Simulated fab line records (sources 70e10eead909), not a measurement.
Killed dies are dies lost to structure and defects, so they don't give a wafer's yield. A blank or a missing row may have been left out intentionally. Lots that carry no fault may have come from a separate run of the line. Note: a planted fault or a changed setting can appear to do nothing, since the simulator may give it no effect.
Chamber matching	flow nand harc	4 sister chambers for NHARC_A_CHANNEL_HOLE_D1_ETCH_39 on rie diel-12
The step etches the open film in N2/H2, target depth 260 nm, time 325 s. 22 wafers are shown with their chamber, then 11 later ones without.

## WAFERS WITH THEIR CHAMBER
wafer	chamber	drypump motor current A (A)	rf vpp V (V)	oes product au (a.u.)
L655.1	1	5.2	428.7	1.004
L655.3	2	5.7	428.9	1.002
L655.6	0	6.5	431.9	0.999
L656.2	3	6.1	428.5	0.994
L656.3	1	5.2	429.3	0.996
L656.4	2	5.8	429.0	0.994
L659.2	1	5.2	429.7	0.982
L659.5	2	5.7	427.6	0.991
L659.6	1	5.2	431.0	0.990
L660.1	3	6.1	428.5	0.982
L660.4	1	5.2	430.0	0.988
L660.6	2	5.7	429.0	0.999
L663.1	0	6.5	433.3	0.986
L663.5	0	6.5	431.7	1.000
L663.6	3	6.1	428.1	1.000
L664.2	1	5.1	430.6	0.978
L664.3	2	5.7	429.7	0.990
L664.5	3	6.1	428.2	0.984
L666.1	3	6.1	427.2	0.982
L666.2	0	6.5	431.9	0.988
L666.3	2	5.7	429.0	0.989
L667.4	1	5.2	428.7	0.987

SIGNATURES (averages over the wafers above)
reading	chamber 0	chamber 1	chamber 2	chamber 3	scatter within a chamber
drypump motor current A	6.500	5.186	5.717	6.100	0.0306
rf vpp V	432.200	429.714	428.867	428.100	0.741
oes product au	0.99325	0.98929	0.99417	0.98840	0.00751
Rule: for each reading, subtract the chamber's mean from the wafer's reading, divide by that reading's scatter and square the result; add these up over the readings and take the root, which gives the wafer's distance from the chamber. If the next closest chamber is less than 2 further off than the closest, the wafer can't be placed; otherwise it belongs to the closest. The scatter: the root of (the sum of the squares of (reading less its chamber's mean) over the shown wafers, divided by (wafers less chambers)).

## WAFERS WHOSE CHAMBER IS MISSING
wafer	drypump motor current A (A)	rf vpp V (V)	oes product au (a.u.)
L667.5	5.2	431.4	1.002
L667.6	6.5	431.9	0.998
L675.1	5.1	430.2	0.999
L675.2	6.5	433.7	0.997
L675.5	6.5	432.8	0.995
L674.1	6.5	433.6	0.996
L674.4	5.1	429.6	0.993
L674.6	5.1	429.2	0.981
L677.1	5.1	429.8	0.986
L677.2	5.7	428.2	0.996
L677.4	6.5	432.4	0.990

## CHAMBER TAKEN BY EACH
wafer	from the rows above	in truth
L667.5	1	1
L667.6	0	0
L675.1	1	1
L675.2	0	0
L675.5	0	0
L674.1	0	0
L674.4	1	1
L674.6	1	1
L677.1	1	1
L677.2	2	2
L677.4	0	0
11 of 11 placed correctly. From these rows, 0 cannot be placed. 0 placed wrongly.
